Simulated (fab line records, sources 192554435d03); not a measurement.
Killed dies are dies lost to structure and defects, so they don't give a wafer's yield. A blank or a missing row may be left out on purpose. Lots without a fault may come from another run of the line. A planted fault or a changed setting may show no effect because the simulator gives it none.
Which tool did it? | flow n5_finfet | 24 lots, 72 wafers sampled, at 6 steps of a route of 1938

WHAT THE GAUGES READ, wafer by wafer
The record holds no reading of a measuring or inspecting step that can be judged against a usual standard deviation.

WHICH TOOL RAN EACH LOT (tool, then ch and the chambers of the sampled wafers, then the start)
lot  | N5_BEOL_M4_DEGAS_44          | N5_BEOL_M4_SURFACE_TREAT_85  | N5_BEOL_M4_ANNEAL_82         | N5_BEOL_M4_ANNEAL_89         | N5_BEOL_M4_ANNEAL_51             | N5_BEOL_M5_ETCH_68
L074 | pvd_sputter-02, day 7 16:47  | pvd_sputter-02, day 7 17:26  | pvd_sputter-02, day 7 18:11  | pvd_sputter-02, day 7 18:38  | rtp_anneal-02 ch 0, day 7 19:41  | rie_diel-03 ch 1,2,3, day 8 01:29
L075 | pvd_sputter-02, day 7 20:52  | pvd_sputter-02, day 7 21:16  | pvd_sputter-01, day 7 22:17  | pvd_sputter-01, day 7 22:46  | rtp_anneal-02 ch 0, day 7 23:50  | rie_diel-03 ch 0,1,2, day 8 09:52
L076 | pvd_sputter-01, day 7 20:56  | pvd_sputter-02, day 7 21:19  | pvd_sputter-02, day 7 22:16  | pvd_sputter-02, day 7 22:43  | rtp_anneal-01 ch 0, day 7 23:48  | rie_diel-03 ch 1,2,3, day 8 05:58
L078 | pvd_sputter-01, day 8 19:58  | pvd_sputter-02, day 8 21:18  | pvd_sputter-02, day 8 22:04  | pvd_sputter-02, day 8 22:30  | rtp_anneal-02 ch 0, day 8 23:47  | rie_diel-03 ch 0,3, day 9 05:42
L077 | pvd_sputter-01, day 8 22:33  | pvd_sputter-01, day 8 22:58  | pvd_sputter-03, day 8 23:44  | pvd_sputter-03, day 9 00:10  | rtp_anneal-01 ch 0, day 9 01:15  | rie_diel-02 ch 0,2,3, day 9 07:26
L079 | pvd_sputter-01, day 8 23:43  | pvd_sputter-02, day 9 00:05  | pvd_sputter-01, day 9 00:50  | pvd_sputter-01, day 9 01:17  | rtp_anneal-01 ch 0, day 9 02:19  | rie_diel-03 ch 3, day 9 08:30
L080 | pvd_sputter-01, day 9 15:12  | pvd_sputter-02, day 9 15:35  | pvd_sputter-03, day 9 16:24  | pvd_sputter-03, day 9 16:50  | rtp_anneal-01 ch 0, day 9 17:58  | rie_diel-02 ch 1,2, day 10 00:01
L081 | pvd_sputter-03, day 9 18:41  | pvd_sputter-01, day 9 19:03  | pvd_sputter-03, day 9 19:56  | pvd_sputter-03, day 9 20:23  | rtp_anneal-02 ch 0, day 9 21:23  | rie_diel-03 ch 0,1,2, day 10 01:52
L083 | pvd_sputter-03, day 9 18:46  | pvd_sputter-03, day 9 19:05  | pvd_sputter-01, day 9 21:28  | pvd_sputter-01, day 9 21:55  | rtp_anneal-01 ch 0, day 9 22:55  | rie_diel-05 ch 0,1, day 10 07:23
L082 | pvd_sputter-02, day 10 00:07 | pvd_sputter-02, day 10 00:30 | pvd_sputter-02, day 10 01:17 | pvd_sputter-02, day 10 01:43 | rtp_anneal-02 ch 0, day 10 02:43 | rie_diel-02 ch 1,2, day 10 09:37
L084 | pvd_sputter-03, day 10 07:49 | pvd_sputter-03, day 10 08:13 | pvd_sputter-03, day 10 09:01 | pvd_sputter-03, day 10 09:27 | rtp_anneal-01 ch 0, day 10 10:32 | rie_diel-05 ch 1,3, day 10 19:35
L085 | pvd_sputter-03, day 10 11:03 | pvd_sputter-01, day 10 11:22 | pvd_sputter-01, day 10 12:10 | pvd_sputter-01, day 10 12:36 | rtp_anneal-01 ch 0, day 10 13:35 | rie_diel-03 ch 1,2,3, day 10 19:03
L086 | pvd_sputter-01, day 11 01:50 | pvd_sputter-03, day 11 02:32 | pvd_sputter-02, day 11 04:57 | pvd_sputter-02, day 11 05:23 | rtp_anneal-02 ch 0, day 11 06:26 | rie_diel-03 ch 2,3, day 11 11:45
L088 | pvd_sputter-01, day 11 02:00 | pvd_sputter-03, day 11 02:35 | pvd_sputter-03, day 11 04:59 | pvd_sputter-03, day 11 05:25 | rtp_anneal-01 ch 0, day 11 06:28 | rie_diel-03 ch 2,3, day 11 12:19
L087 | pvd_sputter-01, day 11 09:53 | pvd_sputter-03, day 11 10:29 | pvd_sputter-02, day 11 11:20 | pvd_sputter-02, day 11 11:46 | rtp_anneal-01 ch 0, day 11 12:46 | rie_diel-03 ch 0,1,3, day 11 22:02
L090 | pvd_sputter-03, day 11 18:26 | pvd_sputter-02, day 11 18:51 | pvd_sputter-02, day 11 19:41 | pvd_sputter-02, day 11 20:08 | rtp_anneal-01 ch 0, day 11 21:13 | rie_diel-02 ch 1,2, day 12 03:48
L089 | pvd_sputter-01, day 11 19:39 | pvd_sputter-01, day 11 20:40 | pvd_sputter-01, day 11 21:32 | pvd_sputter-01, day 11 21:59 | rtp_anneal-01 ch 0, day 11 23:14 | rie_diel-03 ch 0,1, day 12 04:58
L092 | pvd_sputter-01, day 11 19:44 | pvd_sputter-01, day 11 20:42 | pvd_sputter-02, day 11 21:32 | pvd_sputter-02, day 11 21:58 | rtp_anneal-02 ch 0, day 11 23:04 | rie_diel-02 ch 0,3, day 12 05:11
L091 | pvd_sputter-01, day 11 23:13 | pvd_sputter-02, day 11 23:35 | pvd_sputter-01, day 12 00:35 | pvd_sputter-01, day 12 01:02 | rtp_anneal-01 ch 0, day 12 02:02 | rie_diel-03 ch 0,1, day 12 10:56
L093 | pvd_sputter-03, day 12 13:32 | pvd_sputter-02, day 12 13:56 | pvd_sputter-02, day 12 14:42 | pvd_sputter-02, day 12 15:08 | rtp_anneal-02 ch 0, day 12 16:15 | rie_diel-05 ch 2,3, day 13 02:01
L095 | pvd_sputter-03, day 12 22:34 | pvd_sputter-01, day 12 22:55 | pvd_sputter-03, day 12 23:50 | pvd_sputter-03, day 13 00:16 | rtp_anneal-01 ch 0, day 13 01:16 | rie_diel-03 ch 0,1,3, day 13 06:28
L094 | pvd_sputter-03, day 13 02:02 | pvd_sputter-01, day 13 02:21 | pvd_sputter-02, day 13 03:08 | pvd_sputter-02, day 13 03:34 | rtp_anneal-01 ch 0, day 13 04:40 | rie_diel-03 ch 1,2,3, day 13 10:19
L096 | pvd_sputter-02, day 13 14:31 | pvd_sputter-02, day 13 14:55 | pvd_sputter-03, day 13 15:55 | pvd_sputter-03, day 13 16:22 | rtp_anneal-02 ch 0, day 13 17:21 | rie_diel-05 ch 0,2,3, day 14 00:19
L097 | pvd_sputter-02, day 13 14:38 | pvd_sputter-03, day 13 15:02 | pvd_sputter-02, day 13 16:01 | pvd_sputter-02, day 13 16:28 | rtp_anneal-01 ch 0, day 13 17:27 | rie_diel-02 ch 0,2, day 13 22:54
- N5_BEOL_M4_DEGAS_44: time 60 s.
- N5_BEOL_M4_SURFACE_TREAT_85
- N5_BEOL_M4_ANNEAL_82: time 240 s.
- N5_BEOL_M4_ANNEAL_89: time 240 s.
- N5_BEOL_M4_ANNEAL_51: time 90 s.
- N5_BEOL_M5_ETCH_68: etches SOC in N2/H2, target depth 80 nm, overetch 16 nm, time 120 s.

WHAT THE TOOLS THEMSELVES READ (means of the sampled wafers that have a number; where no wafer has one, the mark that the record gives instead)
N5_BEOL_M4_DEGAS_44. Usual: heater_power_w 322 W, standard deviation 20.
lot  | tool           | heater_power_w (W) | flag
L074 | pvd_sputter-02 | 332                |
L075 | pvd_sputter-02 | 319                |
L076 | pvd_sputter-01 | 292                |
L078 | pvd_sputter-01 | 305                |
L077 | pvd_sputter-01 | 323                |
L079 | pvd_sputter-01 | 318                |
L080 | pvd_sputter-01 | 309                |
L081 | pvd_sputter-03 | 343                |
L083 | pvd_sputter-03 | 327                |
L082 | pvd_sputter-02 | 325                |
L084 | pvd_sputter-03 | 341                |
L085 | pvd_sputter-03 | 339                |
L086 | pvd_sputter-01 | 307                |
L088 | pvd_sputter-01 | 295                |
L087 | pvd_sputter-01 | 300                |
L090 | pvd_sputter-03 | 335                |
L089 | pvd_sputter-01 | 308                |
L092 | pvd_sputter-01 | 321                |
L091 | pvd_sputter-01 | 329                |
L093 | pvd_sputter-03 | 336                |
L095 | pvd_sputter-03 | 341                |
L094 | pvd_sputter-03 | 339                |
L096 | pvd_sputter-02 | 332                |
L097 | pvd_sputter-02 | 317                |

N5_BEOL_M4_ANNEAL_82. Usual: heater_power_w 811 W, standard deviation 48.
lot  | tool           | heater_power_w (W) | flag
L074 | pvd_sputter-02 | 796                |
L075 | pvd_sputter-01 | 744                |
L076 | pvd_sputter-02 | 847                |
L078 | pvd_sputter-02 | 803                |
L077 | pvd_sputter-03 | 837                |
L079 | pvd_sputter-01 | 779                |
L080 | pvd_sputter-03 | 826                |
L081 | pvd_sputter-03 | 846                |
L083 | pvd_sputter-01 | 809                |
L082 | pvd_sputter-02 | 798                |
L084 | pvd_sputter-03 | 851                |
L085 | pvd_sputter-01 | 785                |
L086 | pvd_sputter-02 | 793                |
L088 | pvd_sputter-03 | 834                |
L087 | pvd_sputter-02 | 811                |
L090 | pvd_sputter-02 | 814                |
L089 | pvd_sputter-01 | 777                |
L092 | pvd_sputter-02 | 818                |
L091 | pvd_sputter-01 | 754                |
L093 | pvd_sputter-02 | 837                |
L095 | pvd_sputter-03 | 831                |
L094 | pvd_sputter-02 | 818                |
L096 | pvd_sputter-03 | 842                |
L097 | pvd_sputter-02 | 776                |

N5_BEOL_M4_ANNEAL_89. Usual: heater_power_w 812 W, standard deviation 49.
lot  | tool           | heater_power_w (W) | flag
L074 | pvd_sputter-02 | 789                |
L075 | pvd_sputter-01 | 742                |
L076 | pvd_sputter-02 | 840                |
L078 | pvd_sputter-02 | 785                |
L077 | pvd_sputter-03 | 844                |
L079 | pvd_sputter-01 | 776                |
L080 | pvd_sputter-03 | 818                |
L081 | pvd_sputter-03 | 852                |
L083 | pvd_sputter-01 | 802                |
L082 | pvd_sputter-02 | 786                |
L084 | pvd_sputter-03 | 867                |
L085 | pvd_sputter-01 | 762                |
L086 | pvd_sputter-02 | 797                |
L088 | pvd_sputter-03 | 842                |
L087 | pvd_sputter-02 | 819                |
L090 | pvd_sputter-02 | 819                |
L089 | pvd_sputter-01 | 777                |
L092 | pvd_sputter-02 | 821                |
L091 | pvd_sputter-01 | 759                |
L093 | pvd_sputter-02 | 836                |
L095 | pvd_sputter-03 | 842                |
L094 | pvd_sputter-02 | 827                |
L096 | pvd_sputter-03 | 857                |
L097 | pvd_sputter-02 | 790                |

N5_BEOL_M4_ANNEAL_51. Usual: anneal_temp_c 224.99 C, standard deviation 0.17; wafer_temp_C_max 225.83, standard deviation 0.23.
lot  | tool          | anneal_temp_c (C) | wafer_temp_C_max | flag
L074 | rtp_anneal-02 | 224.93            | 225.72           |
L075 | rtp_anneal-02 | 225.24            | 225.86           |
L076 | rtp_anneal-01 | 224.88            | 225.68           |
L078 | rtp_anneal-02 | 225.02            | 225.47           |
L077 | rtp_anneal-01 | 225.11            | 225.95           |
L079 | rtp_anneal-01 | 224.94            | 225.95           |
L080 | rtp_anneal-01 | 224.78            | 225.94           |
L081 | rtp_anneal-02 | 225.13            | 225.82           |
L083 | rtp_anneal-01 | 225.12            | 225.83           |
L082 | rtp_anneal-02 | 225.08            | 225.65           |
L084 | rtp_anneal-01 | 224.91            | 225.95           |
L085 | rtp_anneal-01 | 225.07            | 226.11           |
L086 | rtp_anneal-02 | 224.97            | 225.81           |
L088 | rtp_anneal-01 | 224.91            | 226.00           |
L087 | rtp_anneal-01 | 224.91            | 226.15           |
L090 | rtp_anneal-01 | 224.89            | 225.63           |
L089 | rtp_anneal-01 | 224.85            | 225.75           |
L092 | rtp_anneal-02 | 225.19            | 225.76           |
L091 | rtp_anneal-01 | 224.78            | 225.80           |
L093 | rtp_anneal-02 | 225.00            | 225.97           |
L095 | rtp_anneal-01 | 224.66            | 225.92           |
L094 | rtp_anneal-01 | 225.04            | 226.08           |
L096 | rtp_anneal-02 | 225.16            | 225.63           |
L097 | rtp_anneal-01 | 224.90            | 225.84           |

N5_BEOL_M5_ETCH_68. Usual: bias_w 150.0 W, standard deviation 0.47; drypump_motor_current_A 5.7 A, standard deviation 0.62; oes_product_au 0.61 a.u., standard deviation 0.048; rf_fwd_power_W 835.9 W, standard deviation 2.8; rf_vpp_V 523.7 V, standard deviation 2; showerhead_plenum_p_Torr 2.54 Torr, standard deviation 0.056; throttle_valve_pct 17.75 %, standard deviation 0.2.
lot  | tool        | bias_w (W) | drypump_motor_current_A (A) | oes_product_au (a.u.) | rf_fwd_power_W (W) | rf_vpp_V (V) | showerhead_plenum_p_Torr (Torr) | throttle_valve_pct (%) | flag
L074 | rie_diel-03 | 149.8      | 5.7                         | 0.62                  | 835.2              | 525.4        | 2.60                            | 17.69                  |
L075 | rie_diel-03 | 150.0      | 5.3                         | 0.63                  | 837.8              | 524.4        | 2.56                            | 17.74                  |
L076 | rie_diel-03 | 150.3      | 5.7                         | 0.62                  | 834.9              | 525.2        | 2.60                            | 17.69                  |
L078 | rie_diel-03 | 150.4      | 5.7                         | 0.63                  | 838.7              | 522.4        | 2.50                            | 17.75                  |
L077 | rie_diel-02 | 150.0      | 5.8                         | 0.59                  | 836.8              | 522.3        | 2.53                            | 17.85                  |
L079 | rie_diel-03 | 150.6      | 6.6                         | 0.62                  | 835.7              | 524.3        | 2.57                            | 17.68                  |
L080 | rie_diel-02 | 150.2      | 6.2                         | 0.57                  | 834.8              | 522.4        | 2.50                            | 17.83                  |
L081 | rie_diel-03 | 150.3      | 5.3                         | 0.61                  | 837.2              | 523.2        | 2.56                            | 17.76                  |
L083 | rie_diel-05 | 149.4      | 5.7                         | 0.55                  | 837.3              | 525.2        | 2.57                            | 17.68                  |
L082 | rie_diel-02 | 149.9      | 5.9                         | 0.59                  | 836.5              | 521.6        | 2.47                            | 17.82                  |
L084 | rie_diel-05 | 150.2      | 5.9                         | 0.57                  | 837.8              | 524.9        | 2.57                            | 17.77                  |
L085 | rie_diel-03 | 150.3      | 5.7                         | 0.60                  | 834.3              | 526.5        | 2.59                            | 17.72                  |
L086 | rie_diel-03 | 150.3      | 6.4                         | 0.58                  | 837.2              | 525.2        | 2.57                            | 17.74                  |
L088 | rie_diel-03 | 149.8      | 6.3                         | 0.58                  | 834.3              | 524.6        | 2.57                            | 17.74                  |
L087 | rie_diel-03 | 150.4      | 5.6                         | 0.62                  | 835.2              | 524.0        | 2.54                            | 17.73                  |
L090 | rie_diel-02 | 150.4      | 6.0                         | 0.58                  | 836.4              | 522.5        | 2.47                            | 17.84                  |
L089 | rie_diel-03 | 150.2      | 5.1                         | 0.63                  | 835.6              | 522.6        | 2.51                            | 17.79                  |
L092 | rie_diel-02 | 149.8      | 5.4                         | 0.62                  | 838.0              | 522.2        | 2.52                            | 17.75                  |
L091 | rie_diel-03 | 149.7      | 5.0                         | 0.64                  | 835.4              | 522.9        | 2.55                            | 17.71                  |
L093 | rie_diel-05 | 149.5      | 6.2                         | 0.60                  | 835.0              | 523.2        | 2.49                            | 17.97                  |
L095 | rie_diel-03 | 150.2      | 5.6                         | 0.61                  | 837.3              | 524.1        | 2.53                            | 17.74                  |
L094 | rie_diel-03 | 150.0      | 5.7                         | 0.65                  | 839.1              | 525.0        | 2.58                            | 17.60                  |
L096 | rie_diel-05 | 149.8      | 6.0                         | 0.63                  | 835.2              | 521.9        | 2.49                            | 17.75                  |
L097 | rie_diel-02 | 150.4      | 6.1                         | 0.57                  | 835.0              | 522.4        | 2.50                            | 17.78                  |

THE ANSWER, worked out from the rows above alone
Rule: a lot is off if the mean of its wafers that have a number lies more than 3 standard deviations from the usual mean. A lot without any number at a reading at which 4 lots or more have one is off too. The other lots that the step has rows for count as sound. The gauges are gone through in route order, then the tools' own readings, and for those a lot's mean is taken as printed above. The first step at which some lot is off is used, and at that step the reading that is off furthest; a lot without a number counts as furthest.
No lot is off at any reading shown: from this, nothing can be told.

WHAT THE SIMULATOR HAD PUT IN
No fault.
